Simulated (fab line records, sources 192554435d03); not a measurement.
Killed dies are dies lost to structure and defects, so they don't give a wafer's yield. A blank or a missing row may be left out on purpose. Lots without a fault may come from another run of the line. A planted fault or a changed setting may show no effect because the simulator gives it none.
fab line records | flow n5_finfet | part 2 of 2: steps 16 to 26 of 26
record lots=5 wafers=15 last_day=15
route steps=1938 shown BEOL_M0_CUTY@707 BEOL_M0@715
lots that met no fault: from a run of the same line without faults
start_h: hours from the record's first day to the start of the lot's first wafer shown | wait_h: hours since the lot's step before | " the same as in the row above | L1.1+2: a row that stands for several wafers | - no value, or no start given | * or withheld: withheld | < > ~ a bound
route shown NAME@n: a module of which the file shows steps, and the number in the route of the first | usual: mean/standard deviation of fault-free wafers | same: alike in all rows | chamber/n: place in a boat | sites: the reading at each site | _std_site: their standard deviation | _edge_site: outer sites' mean less inner sites' | radius_mm: how far each site lies from the wafer's centre | mask NAME#n: copy n | behind: the tool/chamber that last shaped the wafer | hold: why the lot was held/for how many hours/how that ended | device: the transistor (n, p or np) that didn't switch | end of line: the same wafers' tests at the end of the route | a step without rows: its recipe alone | killed: dies lost to structure and defects at the first sort, not the wafer's yield | map: a wafer's dies, x killed, . not, _ none there
set.NAME: the setting as run; set.NAME@STEP: as run at that earlier step | model.NAME: the simulator's own value behind a step, which no gauge read
lots at some steps of the route; a table a step, a row a wafer
services: from which hour (start_h, from the record's first day; less than 0 if before it) a tool's chamber was out of use, for how many hours, and why
## steps
# step N5_BEOL_M0_STRIP_142
# recipe chemistry=N2/H2 time_s=10 power_w=450 temp_c=40 pressure_mtorr=20 rf_frequency_hz=6e+07 bias_power_w=7 n2_flow_sccm=200 h2_flow_sccm=200
# usual drypump_motor_current_A=5.5/0.41 oes_product_au=0.82/0.093 rf_vpp_V=59.3/0.82 showerhead_plenum_p_Torr=2.55/0.088 throttle_valve_pct=23.71/0.23
# columns lot.wafer tool chamber start_h wait_h drypump_motor_current_A oes_product_au rf_hours_counter_h rf_vpp_V showerhead_plenum_p_Torr throttle_valve_pct
L079.1 rie_diel-02 2 147.14 0.0 5.7 0.90 33 59.5 2.48 23.73
L079.2 " 0 " " 5.2 0.97 9 61.4 2.49 23.63
L079.5 " 1 " " 6.2 0.77 - 60.4 2.57 23.74
L081.1 rie_diel-02 3 160.56 0.0 5.1 0.84 50 60.1 2.58 23.73
L081.2 " 2 " " 5.7 0.89 37 59.4 2.47 23.74
L081.4 " 1 " " 6.2 0.76 115 58.8 2.57 23.76
L084.3 rie_diel-06 1 178.11 0.0 5.3 0.69 203 59.7 2.63 24.12
L084.4 " 3 " " 4.9 0.92 19 58.6 2.47 23.60
L084.6 " 3 " " 4.9 0.92 - 58.7 2.47 23.60
L087.2 rie_diel-06 2 196.15 0.0 5.4 0.91 27 59.3 2.70 23.47
L087.5 " 3 " " 4.9 0.90 - 59.1 2.47 23.58
L087.6 " 2 " " 5.4 0.90 - 59.6 2.70 23.48
L090.2 rie_diel-02 3 215.84 0.0 5.1 0.81 72 60.1 2.57 23.77
L090.4 " 1 " " 6.2 0.74 138 58.4 2.56 23.79
L090.5 " 3 " " 5.1 0.81 - 58.0 2.57 23.77
# step N5_BEOL_M0_OCD_MEAS_108
# usual trench_depth_nm=32.9/0.65
# columns lot.wafer tool chamber start_h wait_h trench_depth_nm
L079.1 ocd-02 - 147.22 0.1 33.5
L079.2 " - " " 33.1
L079.5 " - " " 32.9
L081.1 ocd-01 - 160.64 0.1 34.1
L081.2 " - " " 33.6
L081.4 " - " " 33.0
L084.3 ocd-02 - 178.19 0.1 32.6
L084.4 " - " " 32.4
L084.6 " - " " 32.2
L087.2 ocd-01 - 196.24 0.1 32.5
L087.5 " - " " 32.1
L087.6 " - " " 32.6
L090.2 ocd-01 - 215.92 0.1 33.3
L090.4 " - " " 32.5
L090.5 " - " " 33.0
# step N5_BEOL_M0_HM_STRIP_129
# recipe chemistry=peroxide_tin_strip material=TiN target_depth_a=170 temp_c=50 time_s=108
# columns lot.wafer tool chamber start_h wait_h
L079.1+2+5 wet_bench-01 1,6,7 147.25 0.0
L081.1+2+4 wet_bench-04 2,4,0 160.67 0.0
L084.3+4+6 wet_bench-06 3,1,5 178.22 0.0
L087.2+5+6 wet_bench-06 0,7,5 196.27 0.0
L090.2+4+5 wet_bench-01 7,2,4 215.95 0.0
# step N5_BEOL_M0_SRD_130
# recipe time_s=30 temp_c=23 rinse_liquid=diw dry=ipa_marangoni
# columns lot.wafer tool chamber start_h wait_h
L079.1+2+5 wet_bench-01 1,6,7 147.29 0.0
L081.1+2+4 wet_bench-04 2,4,0 160.71 0.0
L084.3+4+6 wet_bench-06 3,1,5 178.25 0.0
L087.2+5+6 wet_bench-06 0,7,5 196.30 0.0
L090.2+4+5 wet_bench-01 7,2,4 215.99 0.0
# step N5_BEOL_M0_ETCH_109
# recipe chemistry=CH3F/O2 target_depth_a=80 overetch_a=24 target=SiCN time_s=27.4 ion_energy_ev=120 pressure_mtorr=30 source_w=395 bias_w=75 Ar_flow_sccm=150 CH3F_flow_sccm=30 O2_flow_sccm=20
# usual drypump_motor_current_A=5.6/0.41 oes_product_au=0.69/0.077 rf_vpp_V=297.6/1.5 showerhead_plenum_p_Torr=2.02/0.063 throttle_valve_pct=16.33/0.23
# columns lot.wafer tool chamber start_h wait_h drypump_motor_current_A oes_product_au rf_hours_counter_h rf_vpp_V showerhead_plenum_p_Torr throttle_valve_pct
L079.1 rie_diel-02 3 147.54 0.2 5.1 0.72 45 295.8 2.04 16.24
L079.2 " 0 " " 5.2 0.82 10 297.4 1.97 16.18
L079.5 " 1 " " 6.2 0.67 - 296.8 2.00 16.34
L081.1 rie_diel-02 2 160.75 0.0 5.7 0.75 37 295.7 1.96 16.34
L081.2 " 1 " " 6.1 0.66 115 297.6 2.00 16.32
L081.4 " 0 " " 5.2 0.81 14 297.6 1.97 16.20
L084.3 rie_diel-02 0 178.41 0.1 5.2 0.80 21 297.5 1.97 16.22
L084.4 " 1 " " 6.2 0.65 121 298.2 2.00 16.34
L084.6 " 1 " " 6.2 0.65 - 297.0 2.00 16.34
L087.2 rie_diel-06 1 196.34 0.0 5.4 0.59 204 297.4 2.07 16.68
L087.5 " 3 " " 4.9 0.78 - 296.0 1.95 16.35
L087.6 " 0 " " 5.8 0.60 - 298.5 1.98 16.30
L090.2 rie_diel-03 3 216.08 0.1 6.2 0.70 92 297.7 2.02 16.13
L090.4 " 2 " " 5.5 0.64 145 297.9 2.09 16.41
L090.5 " 3 " " 6.2 0.70 - 298.0 2.02 16.13
# step N5_BEOL_M0_STRIP_139
# recipe chemistry=post_etch_residue_remover time_s=60 temp_c=25 remover_ph=withheld remover_water_wt_pct=withheld remover_fluoride_wt_pct=withheld
# columns lot.wafer tool chamber start_h wait_h
L079.1+2+5 wet_bench-04 7,0,1 147.65 0.1
L081.1+2+4 wet_bench-01 4,5,3 160.86 0.1
L084.3+4+6 wet_bench-01 7,6,5 178.51 0.1
L087.2+5+6 wet_bench-06 2,7,5 196.47 0.1
L090.2+4+5 wet_bench-04 4,7,3 216.18 0.1
# step N5_BEOL_M0_SRD_111
# recipe time_s=30 temp_c=23 rinse_liquid=diw dry=ipa_marangoni
# columns lot.wafer tool chamber start_h wait_h
L079.1+2+5 wet_bench-04 7,0,1 147.67 0.0
L081.1+2+4 wet_bench-01 4,5,3 160.87 0.0
L084.3+4+6 wet_bench-01 7,6,5 178.53 0.0
L087.2+5+6 wet_bench-06 2,7,5 196.49 0.0
L090.2+4+5 wet_bench-04 4,7,3 216.20 0.0
# step N5_BEOL_M0_DEGAS_112
# recipe ambient=vacuum temp_c=250 time_s=60
# usual heater_power_w=339/36
# columns lot.wafer tool chamber start_h wait_h heater_power_w
L079.1 pvd_sputter-02 - 148.19 0.5 383
L079.2 " - " " 356
L079.5 " - " " 381
L081.1 pvd_sputter-01 - 161.23 0.3 335
L081.2 " - " " 382
L081.4 " - " " 334
L084.3 pvd_sputter-01 - 179.12 0.6 321
L084.4 " - " " 377
L084.6 " - " " 389
L087.2 pvd_sputter-03 - 196.57 0.1 315
L087.5 " - " " 341
L087.6 " - " " 286
L090.2 pvd_sputter-03 - 216.58 0.4 352
L090.4 " - " " 306
L090.5 " - " " 286
# step N5_BEOL_M0_PRE_CLEAN_113
# recipe gas=H2/He time_s=30 temp_c=250
# usual heater_power_w=339/36
# columns lot.wafer tool chamber start_h wait_h heater_power_w
L079.1 pvd_sputter-02 - 148.23 0.0 375
L079.2 " - " " 348
L079.5 " - " " 376
L081.1 pvd_sputter-01 - 161.27 0.0 325
L081.2 " - " " 386
L081.4 " - " " 327
L084.3 pvd_sputter-01 - 179.16 0.0 330
L084.4 " - " " 368
L084.6 " - " " 398
L087.2 pvd_sputter-03 - 196.61 0.0 308
L087.5 " - " " 346
L087.6 " - " " 289
L090.2 pvd_sputter-03 - 216.62 0.0 357
L090.4 " - " " 299
L090.5 " - " " 287
# step N5_BEOL_M0_ALD_136
# recipe material=TaN target_thk_a=* temp_c=275 ald_precursor_family=PDMAT ald_co_reactant=NH3 pressure_torr=3 carrier_flow_sccm=1500 pulse_time_s=2 purge_time_s=3 co_reactant_purge_time_s=2 co_reactant_pulse_time_s=3 ald_cycles=30 precursor_vessel_temp_c=75 precursor_vessel_pressure_torr=26.25 precursor_vessel_carrier_sccm=1000
# usual heater_power_w=433/42 precursor_vessel_carrier_sccm=999.7/2.7
# same co_reactant_pulse_time_s=3 co_reactant_purge_time_s=2
# columns lot.wafer tool chamber start_h wait_h heater_power_w precursor_vessel_carrier_sccm
L079.1 ald_metal-04 3 148.31 0.1 436 1002.1
L079.2 " 0 " " 449 1000.9
L079.5 " 3 " " 450 997.5
L081.1 ald_metal-02 3 161.36 0.1 476 1001.2
L081.2 " 0 " " 469 998.4
L081.4 " 2 " " 464 999.1
L084.3 ald_metal-04 2 179.22 0.0 356 998.7
L084.4 " 2 " " 364 996.4
L084.6 " 1 " " 407 1002.7
L087.2 ald_metal-04 0 196.67 0.0 441 996.0
L087.5 " 0 " " 448 1003.9
L087.6 " 1 " " 404 997.7
L090.2 ald_metal-04 3 216.70 0.1 441 994.9
L090.4 " 2 " " 359 998.7
L090.5 " 1 " " 408 1000.8
# step N5_BEOL_M0_SURFACE_TREAT_137
# recipe gas=Ar time_s=* ion_energy_ev=* ion_current_ma_cm2=0.5 pressure_mtorr=* ar_flow_sccm=30
# usual ar_flow_sccm=30.00/0.09 throttle_valve_pct=*
# columns lot.wafer tool chamber start_h wait_h ar_flow_sccm throttle_valve_pct
L079.1 pvd_sputter-03 - 148.62 0.2 30.03 *
L079.2 " - " " 30.04 *
L079.5 " - " " 30.05 *
L081.1 pvd_sputter-01 - 161.61 0.1 29.93 *
L081.2 " - " " 30.01 *
L081.4 " - " " 30.03 *
L084.3 pvd_sputter-01 - 179.64 0.3 30.03 *
L084.4 " - " " 30.13 *
L084.6 " - " " 30.06 *
L087.2 pvd_sputter-03 - 196.93 0.2 30.16 *
L087.5 " - " " 30.14 *
L087.6 " - " " 29.87 *
L090.2 pvd_sputter-02 - 217.05 0.3 29.90 *
L090.4 " - " " 29.94 *
L090.5 " - " " 30.00 *
## services
# columns tool chamber start_h hours kind
rie_diel-06 1 126.45 1.2 repair
pvd_sputter-03 - 136.53 4.5 repair
ald_metal-02 - 139.38 8.7 pm
rie_metal-02 - 147.84 14.6 pm
ald_metal-04 1 150.24 13.8 repair
rie_metal-03 0 158.61 3.8 repair
rie_metal-03 1 163.11 14.1 repair
ald_metal-04 3 173.96 39.0 repair
ald_metal-02 - 175.93 6.0 pm
rie_diel-06 - 178.23 14.6 pm
litho_track-03 - 182.52 - consumable_replace:filter
ald_metal-02 1 192.06 3.8 repair
rie_metal-03 1 203.24 1.1 repair
rie_diel-06 2 210.88 4.2 repair
